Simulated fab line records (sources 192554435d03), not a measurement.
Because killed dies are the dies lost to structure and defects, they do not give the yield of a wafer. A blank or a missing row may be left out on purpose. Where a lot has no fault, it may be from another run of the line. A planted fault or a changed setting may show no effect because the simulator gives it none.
Chamber matching + flow n5-finfet + 4 sister chambers for N5_BEOL_M3_ETCH_69 on rie-diel-05
The step etches SiARC in CF4, target depth 15.6 nm, time 26 s. 4 wafers are shown with their chamber, then 12 later ones without.

== WAFERS WITH THEIR CHAMBER ==
| wafer  | chamber | showerhead-plenum-p-Torr (Torr) |
|--------|---------|---------------------------------|
| L082.5 | 1       | 2.26                            |
| L083.2 | 0       | 2.09                            |
| L087.1 | 3       | 2.12                            |
| L087.5 | 2       | 2.24                            |

== WAFERS MISSING THEIR CHAMBER ==
| wafer  | showerhead-plenum-p-Torr (Torr) |
|--------|---------------------------------|
| L089.1 | 2.11                            |
| L089.2 | 2.24                            |
| L089.4 | 2.25                            |
| L093.1 | 2.24                            |
| L093.4 | 2.24                            |
| L093.6 | 2.08                            |
| L094.1 | 2.25                            |
| L094.2 | 2.11                            |
| L094.3 | 2.08                            |
| L097.1 | 2.24                            |
| L097.3 | 2.25                            |
| L097.6 | 2.25                            |

== WHICH CHAMBER EACH WENT THROUGH ==
| wafer  | from the rows above     | in truth |
|--------|-------------------------|----------|
| L089.1 | can't be placed: 3 or 0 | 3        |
| L089.2 | 2                       | 2        |
| L089.4 | can't be placed: 1 or 2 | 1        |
| L093.1 | 2                       | 2        |
| L093.4 | 2                       | 2        |
| L093.6 | 0                       | 0        |
| L094.1 | can't be placed: 1 or 2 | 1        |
| L094.2 | can't be placed: 3 or 0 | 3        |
| L094.3 | 0                       | 0        |
| L097.1 | 2                       | 2        |
| L097.3 | can't be placed: 1 or 2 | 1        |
| L097.6 | can't be placed: 1 or 2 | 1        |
6 of 12 placed correctly. Can't be placed from these rows: 6 (the true chamber is among the candidates in 6). Wrongly placed: 0.
How it was worked out, from the rows above alone: a wafer's distance from a chamber is the root of the sum, over the readings, of the square of ((its reading less the chamber's mean) divided by the reading's scatter). If the next closest chamber is less than 2 further off than the closest, the wafer can't be placed; otherwise it belongs to the closest. Each chamber's mean is taken over the wafers shown for it. The scatter: root of mean squared gap, hidden wafer to nearest shown wafer, with one shown wafer a chamber.
